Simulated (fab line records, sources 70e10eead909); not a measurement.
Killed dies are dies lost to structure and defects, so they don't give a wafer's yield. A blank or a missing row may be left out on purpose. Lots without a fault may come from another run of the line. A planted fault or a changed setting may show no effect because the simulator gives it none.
Which tool did it? | flow nand_harc | 24 lots, 72 wafers sampled, at 6 steps of a route of 1302

WHAT THE GAUGES READ, wafer by wafer
NHARC_A_M0_INSPECT_27.
lot  | measured     | on                | raw_defect_count
L074 | day 23 11:24 | defect_inspect-02 | 571 563 750
L076 | day 23 16:06 | defect_inspect-01 | 422 485 885
L075 | day 23 21:22 | defect_inspect-01 | 561 641 450
L078 | day 25 00:40 | defect_inspect-02 | 779 675 687
L079 | day 25 19:47 | defect_inspect-02 | 677 467 690
L080 | day 25 21:30 | defect_inspect-01 | 472 369 554
L082 | day 25 23:08 | defect_inspect-02 | 469 600 471
L081 | day 26 01:03 | defect_inspect-01 | 376 364 406
L077 | day 26 02:14 | defect_inspect-02 | 587 633 521
L086 | day 27 04:53 | defect_inspect-02 | 502 412 483
L085 | day 27 08:55 | defect_inspect-01 | 519 396 423
L083 | day 27 09:53 | defect_inspect-01 | 661 556 668
L084 | day 27 16:00 | defect_inspect-02 | 435 822 671
L087 | day 28 11:25 | defect_inspect-02 | 408 461 530
L089 | day 29 00:04 | defect_inspect-01 | 842 695 513
L088 | day 29 00:07 | defect_inspect-02 | 380 406 414
L091 | day 29 11:55 | defect_inspect-01 | 685 506 522
L090 | day 30 06:49 | defect_inspect-01 | 497 518 543
L092 | day 30 11:29 | defect_inspect-02 | 272 307 355
L093 | day 31 05:59 | defect_inspect-02 | 401 527 476
L094 | day 31 22:55 | defect_inspect-01 | 560 441 552
L095 | day 32 10:05 | defect_inspect-01 | 385 327 358
L096 | day 32 12:16 | defect_inspect-01 | 810 545 725
L097 | day 33 02:35 | defect_inspect-02 | 492 450 509

NHARC_A_M1_OVL_MEAS_10: pitch 240 nm.
lot  | measured     | on         | overlay_x_nm (nm) | overlay_y_nm (nm)
L074 | day 23 12:53 | overlay-02 | -0.1 -0.6 0.1     | -0.4 0.0 -0.2
L076 | day 23 17:34 | overlay-01 | -0.1 -1.1 -0.5    | 1.3 1.8 2.2
L075 | day 23 22:51 | overlay-02 | -0.4 0.0 0.1      | -0.9 -0.6 -0.7
L078 | day 25 01:59 | overlay-01 | -0.7 -0.2 -0.8    | 0.2 -0.1 0.4
L079 | day 25 21:16 | overlay-02 | 0.2 0.2 -0.2      | 0.2 0.8 0.8
L080 | day 25 22:53 | overlay-02 | -0.3 -0.2 0.4     | 0.4 1.0 0.9
L082 | day 26 00:37 | overlay-01 | 1.5 1.2 1.6       | -0.2 -0.5 0.1
L081 | day 26 02:41 | overlay-01 | -0.6 -0.3 -0.6    | 0.5 0.5 0.9
L077 | day 26 04:18 | overlay-02 | -1.4 -1.8 -0.9    | -0.8 -0.5 -0.9
L086 | day 27 06:15 | overlay-02 | -0.1 -0.1 -0.3    | -0.6 0.4 -0.4
L085 | day 27 10:25 | overlay-02 | -0.2 -0.9 -0.7    | 0.0 -0.2 0.0
L083 | day 27 11:14 | overlay-01 | -0.2 -0.5 -0.5    | -1.5 -1.9 -1.5
L084 | day 27 17:25 | overlay-01 | 0.3 0.4 0.9       | 0.8 0.6 0.6
L087 | day 28 12:53 | overlay-02 | -0.2 -0.9 0.0     | 0.3 0.1 0.1
L089 | day 29 01:33 | overlay-01 | -0.1 -0.2 -0.1    | -0.1 0.2 0.6
L088 | day 29 01:42 | overlay-02 | -0.4 -0.7 -1.1    | 0.8 1.0 1.4
L091 | day 29 13:47 | overlay-02 | 0.0 0.6 0.3       | -1.5 -1.5 -1.7
L090 | day 30 08:32 | overlay-01 | -0.7 -0.2 -0.7    | -0.7 -0.7 -1.0
L092 | day 30 12:58 | overlay-01 | -0.3 0.1 0.2      | -0.4 0.5 0.5
L093 | day 31 07:45 | overlay-02 | -0.1 0.7 -0.6     | -0.9 -0.7 -0.7
L094 | day 32 00:25 | overlay-02 | -0.7 -0.4 -0.8    | 1.4 0.8 0.7
L095 | day 32 11:32 | overlay-02 | -0.9 -1.1 -0.9    | 0.8 1.1 0.6
L096 | day 32 13:44 | overlay-02 | -0.5 -0.2 -0.2    | -1.0 -0.9 -1.0
L097 | day 33 03:58 | overlay-02 | 0.2 0.5 0.1       | 0.1 -0.3 0.5

NHARC_A_BONDPAD_CD_MEAS_09: target cd 500 nm.
lot  | measured     | on        | cd_nm (nm)
L074 | day 23 17:33 | cd_sem-03 | 499.6 501.8 500.3
L076 | day 23 22:10 | cd_sem-01 | 497.7 498.7 499.4
L075 | day 24 03:27 | cd_sem-03 | 496.6 500.5 498.4
L078 | day 25 06:44 | cd_sem-01 | 498.4 499.7 499.6
L079 | day 26 01:43 | cd_sem-01 | 499.9 501.3 502.1
L080 | day 26 03:46 | cd_sem-02 | 498.5 499.1 499.2
L082 | day 26 05:31 | cd_sem-01 | 499.3 502.0 503.0
L081 | day 26 07:45 | cd_sem-03 | 500.8 498.4 498.7
L077 | day 26 09:05 | cd_sem-02 | 498.5 498.7 499.3
L086 | day 27 11:37 | cd_sem-01 | 499.2 500.2 499.3
L085 | day 27 14:58 | cd_sem-01 | 499.0 500.2 499.2
L083 | day 27 16:13 | cd_sem-01 | 498.2 500.5 500.1
L084 | day 27 22:20 | cd_sem-01 | 499.9 498.4 500.0
L087 | day 28 17:34 | cd_sem-02 | 496.4 499.3 498.3
L089 | day 29 06:26 | cd_sem-01 | 499.3 500.7 498.4
L088 | day 29 06:17 | cd_sem-02 | 498.9 499.0 498.4
L091 | day 29 18:25 | cd_sem-03 | 502.8 501.4 500.1
L090 | day 30 13:16 | cd_sem-02 | 501.2 498.3 496.6
L092 | day 30 17:37 | cd_sem-01 | 501.2 500.4 501.2
L093 | day 31 12:17 | cd_sem-03 | 499.5 499.8 500.4
L094 | day 32 05:02 | cd_sem-02 | 500.0 498.9 498.1
L095 | day 32 16:11 | cd_sem-01 | 498.5 498.7 499.5
L096 | day 32 18:21 | cd_sem-01 | 498.2 500.7 499.5
L097 | day 33 11:02 | cd_sem-02 | 498.9 499.3 499.8

WHICH TOOL RAN EACH LOT (tool, then ch and the chambers of the sampled wafers, then the start)
lot  | NHARC_A_M0_ETCH_15                            | NHARC_A_M0_DEP_32               | NHARC_A_M1_PVD_21
L074 | rie_diel-10 ch 0,3, day 23 11:24 or earlier   | pecvd-04 ch 0,1,2, day 23 11:32 | pvd_sputter-01, day 23 17:33 or earlier
L076 | rie_diel-10 ch 0,1,3, day 23 16:06 or earlier | pecvd-02 ch 0,1,2, day 23 16:14 | pvd_sputter-01, day 23 22:10 or earlier
L075 | rie_diel-13 ch 1,2, day 23 21:22 or earlier   | pecvd-01 ch 0,1, day 23 21:37   | pvd_sputter-03, day 24 03:27 or earlier
L078 | rie_diel-13 ch 0,1,3, day 25 00:40 or earlier | pecvd-01 ch 0,1,2, day 25 00:48 | pvd_sputter-02, day 25 06:44 or earlier
L079 | rie_diel-13 ch 1,2,3, day 25 19:47 or earlier | pecvd-04 ch 0,1, day 25 19:56   | pvd_sputter-01, day 26 01:43 or earlier
L080 | rie_diel-06 ch 0,1,3, day 25 21:30 or earlier | pecvd-04 ch 0,1,2, day 25 21:41 | pvd_sputter-01, day 26 03:46 or earlier
L082 | rie_diel-06 ch 0,1,3, day 25 23:08 or earlier | pecvd-01 ch 0,2, day 25 23:17   | pvd_sputter-01, day 26 05:31 or earlier
L081 | rie_diel-13 ch 1,2,3, day 26 01:03 or earlier | pecvd-04 ch 0,1,2, day 26 01:16 | pvd_sputter-02, day 26 07:45 or earlier
L077 | rie_diel-06 ch 0,1, day 26 02:14 or earlier   | pecvd-02 ch 1,2, day 26 02:54   | pvd_sputter-03, day 26 09:05 or earlier
L086 | rie_diel-10 ch 0,2,3, day 27 04:53 or earlier | pecvd-01 ch 0,1,2, day 27 05:02 | pvd_sputter-01, day 27 11:37 or earlier
L085 | rie_diel-10 ch 0,2, day 27 08:55 or earlier   | pecvd-01 ch 0,1,2, day 27 09:10 | pvd_sputter-01, day 27 14:58 or earlier
L083 | rie_diel-10 ch 1,2,3, day 27 09:53 or earlier | pecvd-01 ch 0,1,2, day 27 10:02 | pvd_sputter-02, day 27 16:13 or earlier
L084 | rie_diel-13 ch 1,2,3, day 27 16:00 or earlier | pecvd-01 ch 0,2, day 27 16:14   | pvd_sputter-01, day 27 22:20 or earlier
L087 | rie_diel-06 ch 0,2, day 28 11:25 or earlier   | pecvd-02 ch 0,1, day 28 11:34   | pvd_sputter-02, day 28 17:34 or earlier
L089 | rie_diel-13 ch 0,1,2, day 29 00:04 or earlier | pecvd-01 ch 0,2, day 29 00:17   | pvd_sputter-03, day 29 06:26 or earlier
L088 | rie_diel-13 ch 0,1, day 29 00:07 or earlier   | pecvd-02 ch 0,1,2, day 29 00:23 | pvd_sputter-02, day 29 06:17 or earlier
L091 | rie_diel-13 ch 1,2, day 29 11:55 or earlier   | pecvd-04 ch 0,1,2, day 29 12:05 | pvd_sputter-02, day 29 18:25 or earlier
L090 | rie_diel-06 ch 0,3, day 30 06:49 or earlier   | pecvd-02 ch 0,1,2, day 30 06:58 | pvd_sputter-02, day 30 13:16 or earlier
L092 | rie_diel-10 ch 0,2,3, day 30 11:29 or earlier | pecvd-04 ch 0,1,2, day 30 11:43 | pvd_sputter-01, day 30 17:37 or earlier
L093 | rie_diel-06 ch 0,1,2, day 31 05:59 or earlier | pecvd-01 ch 0,1,2, day 31 06:40 | pvd_sputter-03, day 31 12:17 or earlier
L094 | rie_diel-13 ch 0,2,3, day 31 22:55 or earlier | pecvd-04 ch 0,1,2, day 31 23:04 | pvd_sputter-02, day 32 05:02 or earlier
L095 | rie_diel-10 ch 0,2,3, day 32 10:05 or earlier | pecvd-02 ch 1,2, day 32 10:16   | pvd_sputter-02, day 32 16:11 or earlier
L096 | rie_diel-10 ch 1,2,3, day 32 12:16 or earlier | pecvd-04 ch 0,1,2, day 32 12:25 | pvd_sputter-02, day 32 18:21 or earlier
L097 | rie_diel-10 ch 1,2, day 33 02:35 or earlier   | pecvd-02 ch 0,1, day 33 02:44   | pvd_sputter-02, day 33 11:02 or earlier
- NHARC_A_M0_ETCH_15: etches the open film in C4F8/Ar, target depth 150 nm, overetch 15 nm, time 82.5 s.
- NHARC_A_M0_DEP_32: deposits SiCN, target thk 30 nm.
- NHARC_A_M1_PVD_21: deposits Cu, target thk 30 nm, time 20.49 s.

WHAT THE TOOLS THEMSELVES READ (means of the sampled wafers that have a number; where no wafer has one, the mark that the record gives instead)
NHARC_A_M0_ETCH_15.
lot  | tool        | oes_product_au (a.u.) | rf_vpp_V (V)
L074 | rie_diel-10 | 0.931                 | 437.7
L076 | rie_diel-10 | 0.919                 | 439.5
L075 | rie_diel-13 | 0.968                 | 438.6
L078 | rie_diel-13 | 0.967                 | 442.4
L079 | rie_diel-13 | 0.952                 | 440.2
L080 | rie_diel-06 | 0.928                 | 442.0
L082 | rie_diel-06 | 0.925                 | 441.4
L081 | rie_diel-13 | 0.963                 | 441.3
L077 | rie_diel-06 | 0.925                 | 442.3
L086 | rie_diel-10 | 0.971                 | 438.1
L085 | rie_diel-10 | 0.935                 | 439.7
L083 | rie_diel-10 | 0.955                 | 439.5
L084 | rie_diel-13 | 0.922                 | 440.5
L087 | rie_diel-06 | 0.922                 | 438.2
L089 | rie_diel-13 | 0.930                 | 440.9
L088 | rie_diel-13 | 0.943                 | 440.3
L091 | rie_diel-13 | 0.925                 | 440.2
L090 | rie_diel-06 | 0.944                 | 442.3
L092 | rie_diel-10 | 0.926                 | 438.7
L093 | rie_diel-06 | 0.954                 | 440.6
L094 | rie_diel-13 | 0.959                 | 442.8
L095 | rie_diel-10 | 0.969                 | 438.2
L096 | rie_diel-10 | 0.960                 | 440.4
L097 | rie_diel-10 | 0.983                 | 441.2

NHARC_A_M0_DEP_32.
lot  | tool     | heater_power_w (W)
L074 | pecvd-04 | 538
L076 | pecvd-02 | 676
L075 | pecvd-01 | 513
L078 | pecvd-01 | 632
L079 | pecvd-04 | 615
L080 | pecvd-04 | 580
L082 | pecvd-01 | 588
L081 | pecvd-04 | 574
L077 | pecvd-02 | 547
L086 | pecvd-01 | 585
L085 | pecvd-01 | 607
L083 | pecvd-01 | 650
L084 | pecvd-01 | 587
L087 | pecvd-02 | 704
L089 | pecvd-01 | 674
L088 | pecvd-02 | 666
L091 | pecvd-04 | 548
L090 | pecvd-02 | 628
L092 | pecvd-04 | 554
L093 | pecvd-01 | 623
L094 | pecvd-04 | 539
L095 | pecvd-02 | 599
L096 | pecvd-04 | 563
L097 | pecvd-02 | 751

NHARC_A_M1_PVD_21.
lot  | tool           | throttle_valve_pct (%)
L074 | pvd_sputter-01 | 29.8
L076 | pvd_sputter-01 | 30.1
L075 | pvd_sputter-03 | 30.7
L078 | pvd_sputter-02 | 28.9
L079 | pvd_sputter-01 | 30.2
L080 | pvd_sputter-01 | 29.7
L082 | pvd_sputter-01 | 29.6
L081 | pvd_sputter-02 | 28.6
L077 | pvd_sputter-03 | 30.7
L086 | pvd_sputter-01 | 30.3
L085 | pvd_sputter-01 | 30.2
L083 | pvd_sputter-02 | 29.6
L084 | pvd_sputter-01 | 30.1
L087 | pvd_sputter-02 | 29.4
L089 | pvd_sputter-03 | 31.1
L088 | pvd_sputter-02 | 30.0
L091 | pvd_sputter-02 | 29.1
L090 | pvd_sputter-02 | 29.9
L092 | pvd_sputter-01 | 30.0
L093 | pvd_sputter-03 | 30.8
L094 | pvd_sputter-02 | 30.3
L095 | pvd_sputter-02 | 29.6
L096 | pvd_sputter-02 | 29.8
L097 | pvd_sputter-02 | 29.4

THE ANSWER, worked out from the rows above alone
Rule: what is usual is taken from the lots themselves. Put in order of their means at a reading, lots are off if they are a third of the lots or fewer, leave a main group of 4 or more, and stand apart from it by a gap of 3 or more times the standard deviation of the main group's means; of several such gaps the widest counts. A main group whose means are all the same, to the digits that the tables above print for the reading, isn't used. A lot without any number at a reading at which 4 lots or more have one is off too. The other lots that the step has rows for count as sound. The gauges are gone through in route order, then the tools' own readings, and for those a lot's mean is taken as printed above. The first step at which some lot is off is used, and at that step the reading that is off furthest; a lot without a number counts as furthest.
No lot is off at any reading shown: from this, nothing can be told.

WHAT THE SIMULATOR HAD PUT IN
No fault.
